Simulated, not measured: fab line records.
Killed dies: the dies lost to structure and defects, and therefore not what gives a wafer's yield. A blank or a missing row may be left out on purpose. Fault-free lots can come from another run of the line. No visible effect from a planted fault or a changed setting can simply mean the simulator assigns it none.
Struck lot and sound lot, side by side || flow nandHarc || 39 out of 1302 route steps
Sound: these wafers, L523.1, L523.4, L523.5. Struck: wafer L531.5. (L531.4, L531.6 of the same lot were not struck and are left out.) The cause comes at the end.
At each step with rows: each side's tool, then ch and its chambers, then its first start. Under that, the readings that differ: sound wafers || struck wafers || difference of the means || sigmas: that difference in standard deviations of wafers without a fault.
alike: readings whose means differ by less than 2 such deviations, and words and numbers that are the same on both sides. not compared: withheld readings, readings that some wafer has no value for, bounds like >300 that may hide the same value, and numbers for which the record gives no deviation and whose values overlap.
Wherever a step has rows on one side only, a row that says differs or no value, or a row with sigmas, the two part there. Non-overlapping numbers with no deviation appear without sigmas and do not part them. A reading missing from all wafers of one side parts the sides only when that side holds two or more wafers.

first, 1 step without rows for these wafers: NHARC_P_BONDPAD_DEVELOP_08 (time 50 s).
NHARC_P_BONDPAD_CD_MEAS_09: the cd target is 500 nm.
  sound on cdSem-01 ch 0, day 7 20:43; struck on cdSem-02 ch 0, day 11 02:07
  alike: cdNm
NHARC_P_BONDPAD_OVL_MEAS_38:
  sound on overlay-01 at day 7 20:49; struck on overlay-01 at day 11 02:12
{"reading": "overlayYNm (nm)", "sound": "-18 -17 -18", "struck": 5, "difference": "+23", "sigmas": "+4"}
  alike: overlayXNm
then, 4 steps without rows for these wafers: NHARC_P_BONDPAD_HARDBAKE_10 (time 65 s); NHARC_P_BONDPAD_DESCUM_11 (chemistry O2, time 3 s); NHARC_P_BONDPAD_ETCH_37 (etches the open film in N2/H2, target depth 60 nm, overetch 18 nm, time 65.91 s); NHARC_P_BONDPAD_ETCH_12 (etches the open film in CHF3/O2, target depth 200 nm, time 100 s).
NHARC_P_BONDPAD_CD_MEAS_13:
  sound on cdSem-03 at day 7 21:14; struck on cdSem-01 at day 11 02:38
  alike: cdNm
NHARC_P_BONDPAD_STRIP_15: strips in O2.
  sound on rieDiel-05 ch 1,2,3, day 7 21:20; struck on rieDiel-12 ch 2, day 11 02:43
  alike: drypumpMotorCurrentA, o2FlowSccm, oesProductAu, rfVppV, showerheadPlenumPTorr, throttleValvePct
  not compared: rfHoursCounterH
NHARC_P_BONDPAD_ETCH_24: etches the open film in CF4/N2, target depth 30 nm, time 72.99 s.
  sound: rieDiel-05 ch 0,3; struck: rieDiel-12 ch 3
  alike: drypumpMotorCurrentA, oesProductAu, rfVppV, showerheadPlenumPTorr, throttleValvePct
  not compared: rfHoursCounterH
then, 2 steps without rows for these wafers: NHARC_P_BONDPAD_STRIP_16 (strips in post etch residue remover, time 600 s); NHARC_P_BONDPAD_DEGAS_25 (time 60 s).
NHARC_P_BONDPAD_PRE_CLEAN_26: time 30 s.
  sound on pvdSputter-01 at day 7 21:58; struck on pvdSputter-01 at day 11 03:20
  alike: heaterPowerW
NHARC_P_BONDPAD_PVD_17: deposits TaN, target thk 5 nm, time 8.06 s.
  sound on pvdSputter-01; struck on pvdSputter-01
  alike: throttleValvePct
NHARC_P_BONDPAD_PVD_27: deposits Cu, target thk 30 nm, time 20.49 s.
  sound on pvdSputter-01; struck on pvdSputter-01
  alike: throttleValvePct
then, 3 steps without rows for these wafers: NHARC_P_BONDPAD_ECD_18 (material Cu, target thk 400 nm); NHARC_P_BONDPAD_ANNEAL_28 (time 90 s); NHARC_P_BONDPAD_CMP_19 (polishes, t overpolish 30 s, cu recess touch 16 s, target thk 160.81 nm).
NHARC_P_BONDPAD_THK_MEAS_20: measures by xrf.
  sound on filmMetro-01 at day 7 23:19; struck on filmMetro-01 at day 11 04:40
  alike: thkNm
then, 1 step without rows for these wafers: NHARC_P_BONDPAD_SRD_21 (time 30 s, dry time 20 s).
NHARC_P_BONDPAD_ACTIVATE_29: chemistry N2, time 60 s.
  sound on rieDiel-05 ch 1,2, day 7 23:35; struck on rieDiel-12 ch 3, day 11 04:56
  alike: drypumpMotorCurrentA, oesProductAu, rfVppV, showerheadPlenumPTorr
  not compared: rfHoursCounterH
then, 13 steps without rows for these wafers: NHARC_P_BONDPAD_PRECLEAN_30 (cleans in DIW, time 300 s); NHARC_P_BONDPAD_SRD_31 (time 30 s, dry time 20 s); NHARC_A_ZERO_WELL_PRECLEAN_00 (cleans in SPM, time 600 s); NHARC_A_ZERO_WELL_SRD_01; NHARC_A_ZERO_WELL_DEHYDRATE_02 (time 120 s); NHARC_A_ZERO_WELL_HMDS_03 (time 30 s); NHARC_A_ZERO_WELL_COAT_18 (time 65 s); NHARC_A_ZERO_WELL_COAT_04 (resist thk 600 nm); NHARC_A_ZERO_WELL_SOFTBAKE_05 (time 70 s); NHARC_A_ZERO_WELL_EBR_06; NHARC_A_ZERO_WELL_EXPOSE_07 (exposes mask A ZERO); NHARC_A_ZERO_WELL_PEB_08 (peb time 80 s); NHARC_A_ZERO_WELL_DEVELOP_09 (time 50 s).
NHARC_A_ZERO_WELL_CD_MEAS_10: the cd target is 2000 nm.
  sound on cdSem-01 ch 0, day 8 00:50; struck on cdSem-01 ch 0, day 11 06:11
  alike: cdNm
then, 3 steps without rows for these wafers: NHARC_A_ZERO_WELL_HARDBAKE_11 (time 65 s); NHARC_A_ZERO_WELL_DESCUM_12 (chemistry O2, time 3 s); NHARC_A_ZERO_WELL_ETCH_19 (etches the open film in N2/H2, target depth 80 nm, overetch 24 nm, time 87.88 s).
-- the record jumps here: 18 days lie between the struck wafers' starts before and after (it left off in module A_ZERO_WELL and takes up again in module END, whose first step shown is number 1302 of the route) --
NHARC_END_SORT_01:
  sound on prober-02 ch 0, day 25 04:28; struck on prober-02 ch 0, day 29 07:40
{"reading": "defectLimitedYield (%)", "sound": "93.8 96.3 93.5", "struck": 79.2, "difference": -15.3, "sigmas": -6}
{"reading": "killedAtPeriphery", "sound": "0 1 2", "struck": 75, "difference": "+74", "sigmas": "+34"}
{"reading": "killedDies", "sound": "42 25 44", "struck": 141, "difference": "+104", "sigmas": "+6"}
{"reading": "sort_bin_2_pct (%)", "sound": "2.1 1.9 2.1", "struck": 9.5, "difference": "+7.5", "sigmas": "+7"}
{"reading": "sort_bin_3_pct (%)", "sound": "0.1 0.3 0.6", "struck": 2.8, "difference": "+2.5", "sigmas": "+7"}
{"reading": "sort_bin_4_pct (%)", "sound": "4.0 1.5 3.8", "struck": 8.6, "difference": "+5.5", "sigmas": "+4"}
{"reading": "sortNPass", "sound": "635 652 633", "struck": 536, "difference": -104, "sigmas": -6}
{"reading": "sortRimYieldPct (%)", "sound": "98 90 97", "struck": 82, "difference": -13, "sigmas": -3}
{"reading": "sortYieldPct (%)", "sound": "93.8 96.3 93.5", "struck": 79.2, "difference": -15.3, "sigmas": -6}
  alike: killedAtArray, killedAtOther, killedOpen, killedShort

== WHERE THEY PART ==
At NHARC_P_BONDPAD_OVL_MEAS_38 first; at NHARC_END_SORT_01 last (within this record only).

WHY: what the simulator had put in
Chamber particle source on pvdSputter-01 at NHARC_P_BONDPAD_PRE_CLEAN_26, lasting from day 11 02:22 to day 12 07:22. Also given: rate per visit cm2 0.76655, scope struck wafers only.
